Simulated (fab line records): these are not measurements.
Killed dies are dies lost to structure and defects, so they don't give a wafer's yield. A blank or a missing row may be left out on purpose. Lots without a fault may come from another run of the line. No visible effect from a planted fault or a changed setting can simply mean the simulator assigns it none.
fab line records    flow n5-finfet
record lots=7  wafers=39
route steps=1938 shown BEOL_M11@1536 BEOL_M15@1809 PASSIVATION@1916
start-h: hours from the record's first day to the start of the lot's first wafer shown    wait-h: how many hours have passed since the lot's step before this one    " identical to the entry in the row above    L1.1+2: one row covering several wafers at once    - value missing, or start not given    * or withheld: withheld    < > ~ a bound
route shown NAME@n: NAME is a module with steps in the file, n the number in the route of the first one    usual: average and standard deviation across the fault-free wafers    same: alike in all rows    chamber/n: place in a boat    sites: per-site readings    _std_site: standard deviation of those values    _edge_site: the outer-site mean with the inner-site mean subtracted    radius-mm: for every site, how far away it sits from the centre of the wafer    mask NAME#n: copy n    behind: the tool/chamber that last shaped the wafer    hold: why the lot was held/for how many hours/how that ended    device: the n, p or np transistor that did not switch    end of line: tests run on the same wafers once the route is complete    for a step that has no rows: nothing shown but its recipe    killed: dies lost to structure and defects at the first sort, not the wafer's yield    map: per-die view of a wafer (x killed, . not killed, _ where there is no die)
set.NAME: the run value of the setting; set.NAME@STEP: its run value at that earlier step    model.NAME: the simulator's own value behind a step, which no gauge read
lots where settings were altered on purpose, with a table for each step and a row for each wafer
## steps
# step N5_BEOL_M11_ILD_DEP_00
# recipe material=SiCOH_lowk  target-thk-a=3085.1  temp-c=300  precursor=DEMS/porogen  pressure-torr=5  rf-w=500  time-s=58
lot.wafer  tool      chamber  start-h  wait-h  set.target-thk-a  model.SiCOH_lowk_of_BEOL_M11_ILD_DEP_00.thk-nm
L074.1     pecvd-02  1        211.02   0.0     3085.1            302.8
L074.2     "         2        "        "       4284              426.6
L074.3     "         0        "        "       4284              420.8
L074.4     "         0        "        "       4284              433.2
L074.5     "         1        "        "       3085.1            305.4
L074.6     "         2        "        "       3085.1            313.2
L077.1     pecvd-02  1        235.34   0.0     3085.1            304.8
L077.2+3   "         2,0      "        "       4018              397.2
L077.4     "         1        "        "       3085.1            311.2
L077.5     "         2        "        "       3085.1            313
L077.6     "         0        "        "       4018              403
L081.1     pecvd-04  1        254.33   0.0     4482              440.8
L081.2     "         0        "        "       3085.1            307
L081.3     "         2        "        "       4482              449.8
L081.4     "         1        "        "       3085.1            310.2
L081.5     "         2        "        "       3085.1            314
L081.6     "         0        "        "       4482              449
L080.1     pecvd-01  2        254.44   0.0     1555              150.6
L080.2     "         1        "        "       3085.1            304.6
L080.3     "         0        "        "       1555              156.6
L080.4     "         0        "        "       3085.1            314.2
L080.5     "         1        "        "       3085.1            310.8
L080.6     "         2        "        "       1555              154.4
L085.1     pecvd-02  0        285.72   0.0     3085.1            303
L085.2     "         1        "        "       3085.1            303.4
L085.3     "         2        "        "       3085.1            301.6
L085.4     "         0        "        "       3085.1            306.4
L085.5     "         2        "        "       3085.1            305.4
L085.6     "         1        "        "       3085.1            308
L095.2     pecvd-01  1        351.37   0.0     3085.1            302.4
L095.3     "         0        "        "       3085.1            311.8
L095.6     "         1        "        "       3085.1            310.8
L097.1     pecvd-02  0        358.73   0.0     3085.1            308.8
L097.2     "         2        "        "       3085.1            305
L097.3     "         1        "        "       3085.1            311.8
L097.4     "         0        "        "       3085.1            316.4
L097.5     "         2        "        "       3085.1            315.2
L097.6     "         1        "        "       3085.1            313.8
# step N5_BEOL_M11_CURE_71
# recipe temp-c=385  time-s=240  ambient=He/Ar  material=SiCOH_lowk
lot.wafer  tool        chamber  start-h  wait-h  set.target-thk-a@BEOL_M11_ILD_DEP_00  model.SiCOH_lowk_of_BEOL_M11_ILD_DEP_00.thk-nm
L074.1     uv-cure-03  2        211.10   0.0     3085.1                                263
L074.2     "           2        "        "       4284                                  373
L074.3     "           2        "        "       4284                                  367.8
L074.4     "           2        "        "       4284                                  378.8
L074.5     "           2        "        "       3085.1                                265.2
L074.6     "           2        "        "       3085.1                                272.2
L077.1     uv-cure-01  2        235.63   0.3     3085.1                                264.6
L077.2     "           2        "        "       4018                                  346.6
L077.3     "           2        "        "       4018                                  346.8
L077.4     "           2        "        "       3085.1                                270.2
L077.5     "           2        "        "       3085.1                                272
L077.6     "           2        "        "       4018                                  351.8
L081.1     uv-cure-03  1        254.41   0.0     4482                                  385.8
L081.2     "           1        "        "       3085.1                                266.6
L081.3     "           1        "        "       4482                                  393.8
L081.4     "           1        "        "       3085.1                                269.4
L081.5     "           1        "        "       3085.1                                273
L081.6     "           1        "        "       4482                                  393.2
L080.1     uv-cure-02  2        254.52   0.0     1555                                  129.6
L080.2     "           2        "        "       3085.1                                264.4
L080.3     "           2        "        "       1555                                  134.8
L080.4     "           2        "        "       3085.1                                273
L080.5     "           2        "        "       3085.1                                270
L080.6     "           2        "        "       1555                                  133
L085.1     uv-cure-01  2        285.80   0.0     3085.1                                263.2
L085.2     "           2        "        "       3085.1                                263.4
L085.3     "           2        "        "       3085.1                                262
L085.4     "           2        "        "       3085.1                                266.2
L085.5     "           2        "        "       3085.1                                265.2
L085.6     "           2        "        "       3085.1                                267.6
L095.2     uv-cure-03  1        351.53   0.1     3085.1                                262.6
L095.3     "           1        "        "       3085.1                                270.8
L095.6     "           1        "        "       3085.1                                270
L097.1     uv-cure-01  1        358.81   0.0     3085.1                                268.2
L097.2     "           1        "        "       3085.1                                264.8
L097.3     "           1        "        "       3085.1                                270.8
L097.4     "           1        "        "       3085.1                                275
L097.5     "           1        "        "       3085.1                                274
L097.6     "           1        "        "       3085.1                                272.6
# step N5_BEOL_M11_THK_MEAS_01
# recipe reads=SiCOH_lowk_of_BEOL_M11_ILD_DEP_00
# usual M11_ILD_THK=268/3.7
lot.wafer  tool           chamber  start-h  wait-h  set.target-thk-a@BEOL_M11_ILD_DEP_00  M11_ILD_THK[nm]
L074.1     film-metro-02  -        211.61   0.4     3085.1                                263
L074.2     "              -        "        "       4284                                  373
L074.3     "              -        "        "       4284                                  368
L074.4     "              -        "        "       4284                                  379
L074.5     "              -        "        "       3085.1                                265
L074.6     "              -        "        "       3085.1                                272
L077.1     film-metro-01  -        236.14   0.4     3085.1                                265
L077.2     "              -        "        "       4018                                  347
L077.3     "              -        "        "       4018                                  347
L077.4     "              -        "        "       3085.1                                270
L077.5     "              -        "        "       3085.1                                272
L077.6     "              -        "        "       4018                                  352
L081.1     film-metro-02  -        254.92   0.4     4482                                  386
L081.2     "              -        "        "       3085.1                                267
L081.3     "              -        "        "       4482                                  394
L081.4     "              -        "        "       3085.1                                269
L081.5     "              -        "        "       3085.1                                273
L081.6     "              -        "        "       4482                                  393
L080.1     film-metro-02  -        255.51   0.8     1555                                  130
L080.2     "              -        "        "       3085.1                                265
L080.3     "              -        "        "       1555                                  135
L080.4     "              -        "        "       3085.1                                273
L080.5     "              -        "        "       3085.1                                270
L080.6     "              -        "        "       1555                                  133
L085.1     film-metro-01  -        286.31   0.4     3085.1                                263
L085.2     "              -        "        "       3085.1                                263
L085.3     "              -        "        "       3085.1                                262
L085.4     "              -        "        "       3085.1                                266
L085.5     "              -        "        "       3085.1                                265
L085.6     "              -        "        "       3085.1                                268
L095.2     film-metro-01  -        351.96   0.4     3085.1                                263
L095.3     "              -        "        "       3085.1                                271
L095.6     "              -        "        "       3085.1                                270
L097.1     film-metro-01  -        359.32   0.4     3085.1                                268
L097.2     "              -        "        "       3085.1                                265
L097.3     "              -        "        "       3085.1                                271
L097.4     "              -        "        "       3085.1                                275
L097.5     "              -        "        "       3085.1                                274
L097.6     "              -        "        "       3085.1                                272
# step N5_BEOL_M15_TRENCH_ETCH_34
# recipe chemistry=C4F8/O2/Ar  target=SiO2  target-depth-a=8729.3  he-inner-torr=15  he-outer-torr=30  time-s=199  ion-energy-ev=800  pressure-mtorr=20  source-w=1905  bias-w=2040  Ar_flow_sccm=400  C4F8_flow_sccm=16  O2_flow_sccm=12
lot.wafer  tool         chamber  start-h  wait-h  set.target-depth-a  model.etch.depth-nm  model.coat_of_BEOL_M15_COAT_22.thk-nm
L074.1     rie-diel-04  1        237.27   0.0     8729.3              865.6                543
L074.2     "            2        "        "       8729.3              877.6                544.2
L074.3     "            3        "        "       8729.3              897.7                536
L074.4     "            0        "        "       8729.3              866.9                550.2
L074.5     "            3        "        "       8729.3              889.8                539.2
L074.6     "            2        "        "       8729.3              876.6                545.4
L077.1     rie-diel-02  3        264.96   0.0     8729.3              860.1                548.2
L077.2     "            1        "        "       8729.3              873                  539
L077.3     "            0        "        "       8729.3              866.1                544.2
L077.4     "            2        "        "       8729.3              860.2                542
L077.5     "            1        "        "       8729.3              879.6                538.2
L077.6     "            0        "        "       8729.3              857                  547
L081.1     rie-diel-05  3        281.67   0.0     8729.3              876.6                545.8
L081.2     "            0        "        "       4151                414.7                636.2
L081.3     "            2        "        "       8729.3              836.8                553.8
L081.4     "            3        "        "       8729.3              867.1                544
L081.5     "            2        "        "       4151                398                  640.4
L081.6     "            0        "        "       4151                415.3                638.2
L080.1     rie-diel-02  1        288.67   0.0     8729.3              872.4                544.2
L080.2     "            0        "        "       8729.3              868.2                544
L080.3     "            2        "        "       8729.3              854.8                546.4
L080.4     "            2        "        "       8729.3              854.7                545.8
L080.5     "            1        "        "       8729.3              873.5                540.4
L080.6     "            0        "        "       8729.3              865.2                547.4
L085.1     rie-diel-05  1        316.81   0.0     8729.3              878.3                539.8
L085.2     "            2        "        "       8729.3              846.8                548.8
L085.3     "            3        "        "       8729.3              883.2                542.4
L085.4     "            0        "        "       8729.3              879.8                544.6
L085.5     "            3        "        "       8729.3              887.6                540
L085.6     "            2        "        "       8729.3              851.1                546.8
L095.2     rie-diel-04  3        378.72   0.0     8729.3              888.3                537
L095.3     "            0        "        "       8729.3              848.1                554
L095.6     "            0        "        "       8729.3              850.8                549.4
L097.1     rie-diel-05  0        386.71   0.0     5517                559.7                608.6
L097.2     "            1        "        "       8729.3              881.7                539.4
L097.3     "            3        "        "       8729.3              875.9                544.6
L097.4     "            1        "        "       5517                557                  608
L097.5     "            0        "        "       8729.3              888.9                541.2
L097.6     "            3        "        "       5517                550.2                609.6
# step N5_BEOL_M15_STRIP_36
# recipe chemistry=O2  power-w=600  temp-c=60  pressure-mtorr=30  rf-frequency-hz=6e+07  bias-power-w=0  overash-fraction=0.3  o2-flow-sccm=225
# step N5_BEOL_M15_ECD_47
# recipe material=Cu  target-thk-a=18600
# step N5_BEOL_M15_ANNEAL_48
# recipe temp-c=225  time-s=90  ambient=N2
# step N5_BEOL_M15_CMP_49
# recipe stop-on=SiO2  t-overpolish-s=4.9  down-force-psi=2  platen-rpm=80  clearing-platen-down-force-psi=2  clearing-platen-rpm=80  post-cmp-clean=cu-alkaline  target-thk-nm=850  clearing-platen-pad-velocity-m-s=1.5917  pad-velocity-m-s=1.5917
lot.wafer  tool    chamber  start-h  wait-h  set.target-depth-a@BEOL_M15_TRENCH_ETCH_34  model.Cu_of_BEOL_M15_ECD_47.thk-nm
L074.4     cmp-02  3        244.06   0.1     8729.3                                      843.8
L074.3     "       0        "        "       8729.3                                      874.8
L074.1     "       1        "        "       8729.3                                      841.8
L074.2     "       2        "        "       8729.3                                      854.6
L074.5     "       3        "        "       8729.3                                      867
L074.6     "       0        "        "       8729.3                                      854.2
L077.2     cmp-01  1        267.77   0.2     8729.3                                      850.2
L077.4     "       2        "        "       8729.3                                      836.2
L077.3     "       3        "        "       8729.3                                      843
L077.1     "       0        "        "       8729.3                                      838.2
L077.5     "       1        "        "       8729.3                                      855.4
L077.6     "       2        "        "       8729.3                                      834.6
L081.1     cmp-01  3        285.48   0.3     8729.3                                      855
L081.4     "       0        "        "       8729.3                                      845
L081.2     "       1        "        "       4151                                        392.6
L081.3     "       2        "        "       8729.3                                      814.2
L081.5     "       3        "        "       4151                                        375.8
L081.6     "       0        "        "       4151                                        393.2
L080.2     cmp-03  3        290.48   0.2     8729.3                                      843.8
L080.1     "       0        "        "       8729.3                                      850.8
L080.3     "       1        "        "       8729.3                                      830.6
L080.4     "       2        "        "       8729.3                                      831.8
L080.6     "       3        "        "       8729.3                                      841.4
L080.5     "       0        "        "       8729.3                                      852.4
L085.4     cmp-02  0        318.41   0.1     8729.3                                      856.2
L085.1     "       1        "        "       8729.3                                      854.2
L085.3     "       2        "        "       8729.3                                      858.4
L085.2     "       3        "        "       8729.3                                      823
L085.6     "       0        "        "       8729.3                                      826.8
L085.5     "       1        "        "       8729.3                                      862.2
L095.3     cmp-02  1        384.82   0.2     8729.3                                      824.4
L095.2     "       2        "        "       8729.3                                      864.8
L095.6     "       3        "        "       8729.3                                      827.8
L097.1     cmp-01  2        388.62   0.3     5517                                        537.4
L097.3     "       3        "        "       8729.3                                      854
L097.4     "       0        "        "       5517                                        535.4
L097.2     "       1        "        "       8729.3                                      859.2
L097.6     "       2        "        "       5517                                        527.2
L097.5     "       3        "        "       8729.3                                      867.4
# step N5_BEOL_M15_THK_MEAS_50
# recipe thk-meas-gauge=xrf  reads=Cu_of_BEOL_M15_ECD_47
# usual M15_THK=866/14
lot.wafer  tool           chamber  start-h  wait-h  set.target-depth-a@BEOL_M15_TRENCH_ETCH_34  M15_THK[nm]
L074.1     film-metro-01  -        244.36   -       8729.3                                      873
L074.2     "              -        "        "       8729.3                                      884
L074.3     "              -        "        "       8729.3                                      908
L074.4     "              -        "        "       8729.3                                      869
L074.5     "              -        "        "       8729.3                                      900
L074.6     "              -        "        "       8729.3                                      888
L077.1     film-metro-01  -        268.07   -       8729.3                                      860
L077.2     "              -        "        "       8729.3                                      875
L077.3     "              -        "        "       8729.3                                      864
L077.4     "              -        "        "       8729.3                                      862
L077.5     "              -        "        "       8729.3                                      875
L077.6     "              -        "        "       8729.3                                      856
L081.1     film-metro-02  -        285.78   -       8729.3                                      885
L081.2     "              -        "        "       4151                                        404
L081.3     "              -        "        "       8729.3                                      840
L081.4     "              -        "        "       8729.3                                      873
L081.5     "              -        "        "       4151                                        387
L081.6     "              -        "        "       4151                                        406
L080.1     film-metro-01  -        290.77   -       8729.3                                      866
L080.2     "              -        "        "       8729.3                                      858
L080.3     "              -        "        "       8729.3                                      841
L080.4     "              -        "        "       8729.3                                      845
L080.5     "              -        "        "       8729.3                                      864
L080.6     "              -        "        "       8729.3                                      856
L085.1     film-metro-01  -        318.71   -       8729.3                                      874
L085.2     "              -        "        "       8729.3                                      846
L085.3     "              -        "        "       8729.3                                      879
L085.4     "              -        "        "       8729.3                                      877
L085.5     "              -        "        "       8729.3                                      879
L085.6     "              -        "        "       8729.3                                      846
L095.2     film-metro-02  -        385.04   -       8729.3                                      882
L095.3     "              -        "        "       8729.3                                      844
L095.6     "              -        "        "       8729.3                                      849
L097.1     film-metro-01  -        388.91   -       5517                                        552
L097.2     "              -        "        "       8729.3                                      883
L097.3     "              -        "        "       8729.3                                      883
L097.4     "              -        "        "       5517                                        548
L097.5     "              -        "        "       8729.3                                      895
L097.6     "              -        "        "       5517                                        540
# step N5_BEOL_M15_PRE_CLEAN_52
# recipe gas=NH3  time-s=15  temp-c=withheld  rf-power-w=300
# step N5_BEOL_M15_DEP_53
# recipe material=SiCN  target-thk-a=500  temp-c=withheld  precursor=3MS/NH3  pressure-torr=3  rf-w=675  time-s=17.8
# step N5_BEOL_M15_RS_MEAS_54
# recipe thk-meas-gauge=four-point-probe  reads=Cu_of_BEOL_M15_ECD_47+Ta_of_BEOL_M15_SPUTTER_44+TaN_of_BEOL_M15_SPUTTER_43
# usual M15_RS=0.0217/0.00034
lot.wafer  tool           chamber  start-h  wait-h  set.target-depth-a@BEOL_M15_TRENCH_ETCH_34  M15_RS[ohm/sq]
L074.1     film-metro-01  -        244.49   0.0     8729.3                                      0.0217
L074.2     "              -        "        "       8729.3                                      0.0214
L074.3     "              -        "        "       8729.3                                      0.0209
L074.4     "              -        "        "       8729.3                                      0.0217
L074.5     "              -        "        "       8729.3                                      0.0211
L074.6     "              -        "        "       8729.3                                      0.0214
L077.1     film-metro-01  -        268.19   0.0     8729.3                                      0.0219
L077.2     "              -        "        "       8729.3                                      0.0215
L077.3     "              -        "        "       8729.3                                      0.0217
L077.4     "              -        "        "       8729.3                                      0.0219
L077.5     "              -        "        "       8729.3                                      0.0215
L077.6     "              -        "        "       8729.3                                      0.0220
L081.1     film-metro-02  -        286.03   0.1     8729.3                                      0.0214
L081.2     "              -        "        "       4151                                        0.0476
L081.3     "              -        "        "       8729.3                                      0.0225
L081.4     "              -        "        "       8729.3                                      0.0217
L081.5     "              -        "        "       4151                                        0.0497
L081.6     "              -        "        "       4151                                        0.0475
L080.1     film-metro-02  -        290.90   0.0     8729.3                                      0.0215
L080.2     "              -        "        "       8729.3                                      0.0217
L080.3     "              -        "        "       8729.3                                      0.0221
L080.4     "              -        "        "       8729.3                                      0.0220
L080.5     "              -        "        "       8729.3                                      0.0215
L080.6     "              -        "        "       8729.3                                      0.0218
L085.1     film-metro-02  -        318.84   0.0     8729.3                                      0.0215
L085.2     "              -        "        "       8729.3                                      0.0223
L085.3     "              -        "        "       8729.3                                      0.0213
L085.4     "              -        "        "       8729.3                                      0.0214
L085.5     "              -        "        "       8729.3                                      0.0212
L085.6     "              -        "        "       8729.3                                      0.0222
L095.2     film-metro-02  -        385.17   0.1     8729.3                                      0.0212
L095.3     "              -        "        "       8729.3                                      0.0222
L095.6     "              -        "        "       8729.3                                      0.0221
L097.1     film-metro-01  -        389.04   0.0     5517                                        0.0343
L097.2     "              -        "        "       8729.3                                      0.0213
L097.3     "              -        "        "       8729.3                                      0.0214
L097.4     "              -        "        "       5517                                        0.0345
L097.5     "              -        "        "       8729.3                                      0.0211
L097.6     "              -        "        "       5517                                        0.0350
# step N5_PASSIVATION_PECVD_35
# recipe material=SiNx  target-thk-a=7000  temp-c=400  precursor=SiH4/NH3/N2  pressure-torr=4.9  rf-w=1406  time-s=151.3
lot.wafer  tool      chamber  start-h  wait-h  set.time-s  model.SiNx_of_PASSIVATION_PECVD_35.thk-nm
L074.1     pecvd-01  1        257.65   0.1     151.3       688
L074.2     "         0        "        "       151.3       704.8
L074.3     "         2        "        "       151.3       694.6
L074.4     "         1        "        "       89.87       419.8
L074.5     "         0        "        "       89.87       421.6
L074.6     "         2        "        "       89.87       419.6
L077.1     pecvd-01  1        281.41   0.3     151.3       693
L077.2     "         1        "        "       151.3       699.8
L077.3     "         1        "        "       119.2       557.2
L077.4     "         1        "        "       119.2       548.2
L077.5     "         1        "        "       119.2       549.4
L077.6     "         1        "        "       151.3       694
L081.1     pecvd-04  2        299.95   0.1     151.3       705
L081.2     "         0        "        "       151.3       709.2
L081.3     "         1        "        "       151.3       698.2
L081.4     "         2        "        "       151.3       713.6
L081.5     "         0        "        "       151.3       731
L081.6     "         1        "        "       151.3       709.8
L080.1     pecvd-02  1        303.89   0.1     151.3       696.2
L080.2     "         0        "        "       79.7        369.4
L080.3     "         2        "        "       79.7        371.2
L080.4     "         1        "        "       151.3       709.8
L080.5     "         0        "        "       79.7        375.4
L080.6     "         2        "        "       151.3       717.2
L085.1     pecvd-02  0        327.80   0.1     151.3       696.2
L085.2     "         1        "        "       117.1       533.8
L085.3     "         2        "        "       117.1       536.4
L085.4     "         0        "        "       151.3       707
L085.5     "         1        "        "       151.3       698.8
L085.6     "         2        "        "       117.1       550.4
L095.2     pecvd-01  0        393.65   0.3     151.3       709.8
L095.3     "         0        "        "       151.3       704.2
L095.6     "         0        "        "       151.3       700.2
L097.1     pecvd-01  2        399.09   0.1     190.8       868.6
L097.2     "         0        "        "       151.3       692.8
L097.3     "         2        "        "       151.3       706.4
L097.4     "         0        "        "       151.3       705.8
L097.5     "         2        "        "       190.8       885.6
L097.6     "         0        "        "       190.8       889
## key
split step=N5_BEOL_M11_ILD_DEP_00  setting=target-thk-a  stated=3085.1  by=wafer
response step=N5_BEOL_M11_ILD_DEP_00  reading=model.SiCOH_lowk_of_BEOL_M11_ILD_DEP_00.thk-nm  change=+3.07  per=1%  r=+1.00
response step=N5_BEOL_M11_CURE_71  reading=model.SiCOH_lowk_of_BEOL_M11_ILD_DEP_00.thk-nm  change=+2.71  per=1%  r=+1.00
response step=N5_BEOL_M11_THK_MEAS_01  reading=M11_ILD_THK  change=+2.71  per=1%  r=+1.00
split step=N5_BEOL_M15_TRENCH_ETCH_34  setting=target-depth-a  stated=8729.3  by=wafer
response step=N5_BEOL_M15_TRENCH_ETCH_34  reading=model.etch.depth-nm  change=+8.69  per=1%  r=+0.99
response step=N5_BEOL_M15_TRENCH_ETCH_34  reading=model.coat_of_BEOL_M15_COAT_22.thk-nm  change=-1.76  per=1%  r=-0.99
response step=N5_BEOL_M15_CMP_49  reading=model.Cu_of_BEOL_M15_ECD_47.thk-nm  change=+8.69  per=1%  r=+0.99
response step=N5_BEOL_M15_THK_MEAS_50  reading=M15_THK  change=+9.02  per=1%  r=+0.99
response step=N5_BEOL_M15_RS_MEAS_54  reading=M15_RS  change=-0.000457  per=1%  r=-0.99
split step=N5_PASSIVATION_PECVD_35  setting=time-s  stated=151.3  by=wafer
response step=N5_PASSIVATION_PECVD_35  reading=model.SiNx_of_PASSIVATION_PECVD_35.thk-nm  change=+6.95  per=1%  r=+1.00
